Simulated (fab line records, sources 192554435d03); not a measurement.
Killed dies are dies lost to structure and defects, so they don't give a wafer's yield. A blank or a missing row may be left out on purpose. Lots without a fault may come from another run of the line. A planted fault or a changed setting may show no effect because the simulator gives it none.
A struck lot beside a sound one | flow n5_finfet | 36 steps out of a route of 1938
Sound: wafers L328.2, L328.3, L328.6. Struck: wafers L343.3, L343.5, L343.6. The cause comes at the end.
At each step with rows: each side's tool, then ch and its chambers, then its first start. Under that, the readings that differ: sound wafers | struck wafers | difference of the means | sigmas: that difference in standard deviations of wafers without a fault.
alike: readings whose means differ by less than 2 such deviations, and words and numbers that are the same on both sides. not compared: withheld readings, readings that some wafer has no value for, bounds like >300 that may hide the same value, and numbers for which the record gives no deviation and whose values overlap.
The two part at a step that has a row with sigmas, a row that says differs or no value, or rows on one side only. Numbers that don't overlap but have no deviation are shown without sigmas and don't part them. A reading that every wafer of one side lacks parts them only if that side has two wafers or more.

first, 9 steps without rows for these wafers: N5_BEOL_M4_ANNEAL_95 (time 240 s); N5_BEOL_M4_SPUTTER_96 (material Cu, target thk 4.5 nm, time 8.29 s); N5_BEOL_M4_ECD_50 (material Cu, target thk 300 nm); N5_BEOL_M4_ANNEAL_51 (time 90 s); N5_BEOL_M4_CMP_52 (polishes, stops on SiOC, t overpolish 6.8 s, target thk 40 nm); N5_BEOL_M4_PRE_CLEAN_60 (time 15 s); N5_BEOL_M4_CO_CAP_55 (material Co, precursor CCTBA/H2, target thk 2 nm, time 102.1 s); N5_BEOL_M4_PRE_CLEAN_56 (time 15 s); N5_BEOL_M4_DEP_57 (deposits SiCN from 3MS/NH3, target thk 8 nm, time 14 s).
N5_BEOL_M4_RC_MEAS_101:
  sound on prober-02 ch 0, day 9 10:05; struck on prober-02 ch 0, day 13 01:22
  alike: DIBL_N, DIBL_P, IOFF_N, IOFF_P, ION_N, ION_P, SS_N, SS_P, VT_N, VT_P
then, 24 steps without rows for these wafers: N5_BEOL_M5_ILD_DEP_00 (deposits SiCOH lowk from DEMS/porogen, target thk 140.64 nm, time 25.9 s); N5_BEOL_M5_CURE_79 (cures SiCOH lowk, time 240 s); N5_BEOL_M5_PECVD_70 (deposits SiO2 from TEOS/O2, target thk 16 nm, time 18 s); N5_BEOL_M5_HM_DEP_02 (deposits TiN, target thk 20 nm); N5_BEOL_M5_COAT_59 (time 60 s, resist thk 60 nm); N5_BEOL_M5_COAT_60 (time 60 s, resist thk 12 nm); N5_BEOL_M5_COAT_71 (time 60 s, resist thk 5 nm); N5_BEOL_M5_COAT_05 (resist thk 30 nm); N5_BEOL_M5_EBR_07; N5_BEOL_M5_SOFTBAKE_06 (time 60 s); N5_BEOL_M5_EXPOSE_08 (exposes mask M5, target cd 28 nm); N5_BEOL_M5_PEB_09 (peb time 60 s); N5_BEOL_M5_DEVELOP_10 (develop time 30 s); N5_BEOL_M5_DESCUM_16 (chemistry O2, time 7 s); N5_BEOL_M5_ETCH_72 (etches underlayer in N2/H2, target depth 6.5 nm, time 5.2 s); N5_BEOL_M5_ETCH_61 (etches SiARC in CF4, target depth 15.6 nm, time 26 s); N5_BEOL_M5_ETCH_62 (etches SOC in N2/H2, target depth 75 nm, overetch 15 nm, time 112.5 s); N5_BEOL_M5_STRIP_63 (strips in N2/H2); N5_BEOL_M5_STRIP_73 (strips in N2/H2); N5_BEOL_M5_STRIP_64 (strips in CF4); N5_BEOL_M5_HM_OPEN_17 (chemistry Cl2/BCl3, target TiN, target depth 20 nm, overetch 6 nm); N5_BEOL_M5_STRIP_19 (strips in O2); N5_BEOL_M5_COAT_65 (time 60 s, resist thk 60 nm); N5_BEOL_M5_COAT_66 (time 60 s, resist thk 12 nm).
-- the record jumps here: 4 days lie between the struck wafers' starts before and after (it left off in module BEOL_M5 and takes up again in module MIM_TOP, whose first step shown is number 1834 of the route) --
N5_MIM_TOP_ALD_00: deposits Al2O3, purge time 3 s, co reactant pulse time 3 s.
  sound on ald_hk-01 ch 0,2,3, day 13 08:31; struck on ald_hk-01 ch 0,2,3, day 16 20:00
  reading                    | sound             | struck | difference                    | sigmas
  precursor_pulse_height_rel | 1.015 1.026 1.000 | - - -  | no value on the struck wafers |
N5_PASSIVATION_PROBE_49:
  sound on prober-02, day 13 21:55; struck on prober-01, day 17 09:16
  reading                  | sound          | struck         | difference | sigmas
  defect_limited_yield (%) | 93.1 93.9 93.2 | 88.6 87.0 88.4 | -5.4       | -4
  killed_at_other          | 0 0 1          | 61 50 64       | +58        | +20
  killed_dies              | 81 72 80       | 134 153 137    | +64        | +4
  killed_on_rim            | 13 9 11        | 39 34 5        | +15        | +4
  sort_bin_5_function (%)  | 4.4 3.6 4.8    | 8.9 9.2 8.8    | +4.7       | +5
  sort_n_pass              | 1099 1108 1100 | 1046 1027 1043 | -64        | -4
  sort_yield_pct (%)       | 93.1 93.9 93.2 | 88.6 87.0 88.4 | -5.4       | -4
  alike: killed_at_M0_to_M3, killed_at_M4_up, killed_at_contacts, killed_at_front_end, killed_open, killed_short, sort_bin_6_memory

WHERE THEY PART
First at N5_MIM_TOP_ALD_00; last, within this record, at N5_PASSIVATION_PROBE_49.

WHY: what the simulator had put in
Skipped step whole: ald_hk-01, from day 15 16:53 on, at N5_MIM_TOP_ALD_00. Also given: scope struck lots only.
